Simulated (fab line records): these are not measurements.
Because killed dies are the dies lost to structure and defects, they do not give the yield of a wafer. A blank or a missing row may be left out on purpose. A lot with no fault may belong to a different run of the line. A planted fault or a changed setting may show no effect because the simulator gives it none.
Chamber matching -- flow nandHarc -- aldMetal-03 running NHARC_A_CONTACT_ALD_18: 4 sister chambers
The step deposits TiN, target thk 3 nm, pulse time 1 s, ald cycles 150. 4 wafers are shown with their chamber, then 12 later ones without.

## EACH WAFER AND ITS CHAMBER
wafer,chamber,heaterPowerW (W)
L086.5,2,1142
L091.1,1,1178
L091.2,0,1156
L091.3,3,1002

## WAFERS MISSING THEIR CHAMBER
wafer,heaterPowerW (W)
L094.1,983
L094.2,1088
L094.3,1138
L093.1,1166
L093.3,1013
L093.4,1155
L095.4,1159
L095.5,988
L095.6,1103
L096.2,983
L096.3,1104
L096.6,1234

## THE CHAMBER EACH PASSED THROUGH
wafer,from the rows above,in truth
L094.1,3,3
L094.2,can't be placed: 2 or 0 or 3 or 1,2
L094.3,can't be placed: 2 or 0 or 1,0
L093.1,can't be placed: 0 or 1 or 2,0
L093.3,3,3
L093.4,can't be placed: 0 or 2 or 1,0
L095.4,can't be placed: 0 or 2 or 1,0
L095.5,3,3
L095.6,can't be placed: 2 or 0 or 1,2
L096.2,3,3
L096.3,can't be placed: 2 or 0 or 1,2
L096.6,can't be placed: 1 or 0 or 2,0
Placed correctly: 4 of 12. Not placeable from these rows: 8 (in 8, the candidates include the true chamber). Placed wrongly: 0.
How it was worked out, from the rows above alone: a wafer's distance from a chamber is the root of the sum, over the readings, of the square of ((its reading less the chamber's mean) divided by the reading's scatter). The wafer belongs to the nearest chamber; if the next one is less than 2 further off, it can't be placed. Each chamber's mean is taken over the wafers shown for it. The scatter (one wafer shown for each chamber): square how far every hidden wafer sits from the nearest shown wafer, average those squares and take the square root.
